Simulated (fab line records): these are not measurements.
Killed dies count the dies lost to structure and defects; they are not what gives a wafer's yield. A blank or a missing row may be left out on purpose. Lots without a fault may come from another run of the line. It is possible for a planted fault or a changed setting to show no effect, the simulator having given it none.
Chamber matching | flow nand harc | NHARC_P_BONDPAD_DESCUM_11 on rie diel-12 has 4 sister chambers
The step chemistry O2, time 3 s. 22 wafers are shown with their chamber, then 11 later ones without.

WAFERS, EACH WITH ITS CHAMBER
wafer  | chamber | showerhead plenum p Torr (Torr) | oes product au (a.u.) | rf vpp V (V)
L074.1 | 3       | 1.88                            | 1.002                 | 58.6
L074.3 | 2       | 1.85                            | 0.984                 | 56.9
L074.4 | 0       | 1.95                            | 0.995                 | 57.5
L075.1 | 1       | 1.98                            | 1.000                 | 58.7
L075.3 | 3       | 1.88                            | 0.994                 | 57.5
L075.5 | 2       | 1.85                            | 0.988                 | 58.2
L076.2 | 3       | 1.88                            | 1.002                 | 58.3
L076.4 | 0       | 1.95                            | 0.970                 | 58.1
L076.5 | 0       | 1.95                            | 0.982                 | 57.9
L077.1 | 3       | 1.88                            | 1.006                 | 57.7
L077.2 | 2       | 1.85                            | 0.986                 | 56.9
L077.3 | 1       | 1.98                            | 1.004                 | 60.1
L078.4 | 0       | 1.95                            | 0.977                 | 57.1
L078.5 | 2       | 1.85                            | 0.984                 | 56.4
L078.6 | 3       | 1.88                            | 1.011                 | 58.0
L082.4 | 0       | 1.95                            | 0.991                 | 57.9
L082.5 | 2       | 1.85                            | 0.986                 | 57.7
L082.6 | 3       | 1.88                            | 1.007                 | 57.8
L085.1 | 0       | 1.95                            | 0.993                 | 59.2
L085.5 | 1       | 1.98                            | 1.001                 | 56.8
L085.6 | 0       | 1.95                            | 0.993                 | 58.5
L087.2 | 3       | 1.87                            | 1.007                 | 58.4

SIGNATURES, as means of the wafers listed above
reading                  | chamber 0 | chamber 1 | chamber 2 | chamber 3 | scatter within a chamber
showerhead plenum p Torr | 1.9500    | 1.9800    | 1.8500    | 1.8786    | 0.00218
oes product au           | 0.98586   | 1.00167   | 0.98560   | 1.00414   | 0.00648
rf vpp V                 | 58.029    | 58.533    | 57.220    | 58.043    | 0.793
Rule: a wafer's distance from a chamber is the root of the sum, over the readings, of the square of ((its reading less the chamber's mean) divided by the reading's scatter). If the next closest chamber is less than 2 further off than the closest, the wafer can't be placed; otherwise it belongs to the closest. The scatter: the root of (the sum of the squares of (reading less its chamber's mean) over the shown wafers, divided by (wafers less chambers)).

WAFERS WITHOUT THEIR CHAMBER
wafer  | showerhead plenum p Torr (Torr) | oes product au (a.u.) | rf vpp V (V)
L087.3 | 1.85                            | 0.990                 | 56.0
L087.5 | 1.95                            | 0.996                 | 59.9
L089.1 | 1.87                            | 1.000                 | 58.5
L089.2 | 1.97                            | 1.001                 | 57.9
L089.6 | 1.85                            | 0.987                 | 57.8
L095.2 | 1.95                            | 1.002                 | 58.6
L095.4 | 1.85                            | 0.998                 | 56.9
L095.6 | 1.87                            | 0.999                 | 58.4
L096.1 | 1.87                            | 1.000                 | 58.1
L096.3 | 1.85                            | 0.976                 | 56.8
L096.6 | 1.97                            | 0.998                 | 57.4

EACH ONE'S CHAMBER
wafer  | from the rows above | in truth
L087.3 | 2                   | 2
L087.5 | 0                   | 0
L089.1 | 3                   | 3
L089.2 | 1                   | 1
L089.6 | 2                   | 2
L095.2 | 0                   | 0
L095.4 | 2                   | 2
L095.6 | 3                   | 3
L096.1 | 3                   | 3
L096.3 | 2                   | 2
L096.6 | 1                   | 1
11 of 11 placed correctly. From these rows, 0 cannot be placed. 0 placed wrongly.
